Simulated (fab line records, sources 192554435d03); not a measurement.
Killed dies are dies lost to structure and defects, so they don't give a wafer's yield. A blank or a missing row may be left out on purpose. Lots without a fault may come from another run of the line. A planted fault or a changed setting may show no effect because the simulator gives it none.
Chamber matching | flow n5_finfet | N5_BEOL_M5_ETCH_68 on rie_diel-03: 4 sister chambers
The step etches SOC in N2/H2, target depth 80 nm, overetch 16 nm, time 120 s. 16 wafers are shown with their chamber, then 7 later ones without.

WAFERS WITH THEIR CHAMBER
wafer  | chamber | drypump_motor_current_A (A) | showerhead_plenum_p_Torr (Torr) | throttle_valve_pct (%)
L276.2 | 1       | 4.8                         | 2.61                            | 17.61
L276.3 | 3       | 6.7                         | 2.57                            | 17.65
L276.4 | 2       | 5.7                         | 2.61                            | 17.82
L278.3 | 1       | 4.8                         | 2.61                            | 17.60
L278.4 | 3       | 6.6                         | 2.57                            | 17.65
L278.6 | 2       | 5.7                         | 2.61                            | 17.83
L277.1 | 2       | 5.7                         | 2.60                            | 17.82
L277.5 | 0       | 5.3                         | 2.47                            | 17.78
L281.2 | 3       | 6.6                         | 2.57                            | 17.68
L281.4 | 3       | 6.7                         | 2.57                            | 17.67
L281.6 | 3       | 6.6                         | 2.57                            | 17.68
L283.1 | 2       | 5.7                         | 2.60                            | 17.84
L283.2 | 0       | 5.3                         | 2.47                            | 17.81
L283.5 | 1       | 4.8                         | 2.60                            | 17.62
L290.2 | 2       | 5.7                         | 2.60                            | 17.85
L290.4 | 3       | 6.6                         | 2.56                            | 17.69

SIGNATURES (means of the wafers above)
reading                  | chamber 0 | chamber 1 | chamber 2 | chamber 3 | scatter within a chamber
drypump_motor_current_A  | 5.300     | 4.800     | 5.700     | 6.633     | 0.0333
showerhead_plenum_p_Torr | 2.4700    | 2.6067    | 2.6040    | 2.5683    | 0.00474
throttle_valve_pct       | 17.7950   | 17.6100   | 17.8320   | 17.6700   | 0.0151
Rule: a wafer's distance from a chamber is the root of the sum, over the readings, of the square of ((its reading less the chamber's mean) divided by the reading's scatter). The wafer belongs to the nearest chamber; if the next one is less than 2 further off, it can't be placed. The scatter: the root of (the sum of the squares of (reading less its chamber's mean) over the shown wafers, divided by (wafers less chambers)).

WAFERS WITHOUT THEIR CHAMBER
wafer  | drypump_motor_current_A (A) | showerhead_plenum_p_Torr (Torr) | throttle_valve_pct (%)
L290.6 | 6.6                         | 2.56                            | 17.69
L297.1 | 5.3                         | 2.46                            | 17.86
L297.4 | 4.8                         | 2.59                            | 17.66
L297.5 | 6.6                         | 2.55                            | 17.70
L296.1 | 6.6                         | 2.55                            | 17.73
L296.2 | 5.7                         | 2.59                            | 17.41
L296.4 | 4.8                         | 2.59                            | 17.67

WHICH CHAMBER EACH WENT THROUGH
wafer  | from the rows above | in truth
L290.6 | 3                   | 3
L297.1 | 0                   | 0
L297.4 | 1                   | 1
L297.5 | 3                   | 3
L296.1 | 3                   | 3
L296.2 | 2                   | 2
L296.4 | 1                   | 1
Placed correctly: 7 of 7. Can't be placed from these rows: 0. Placed wrongly: 0.
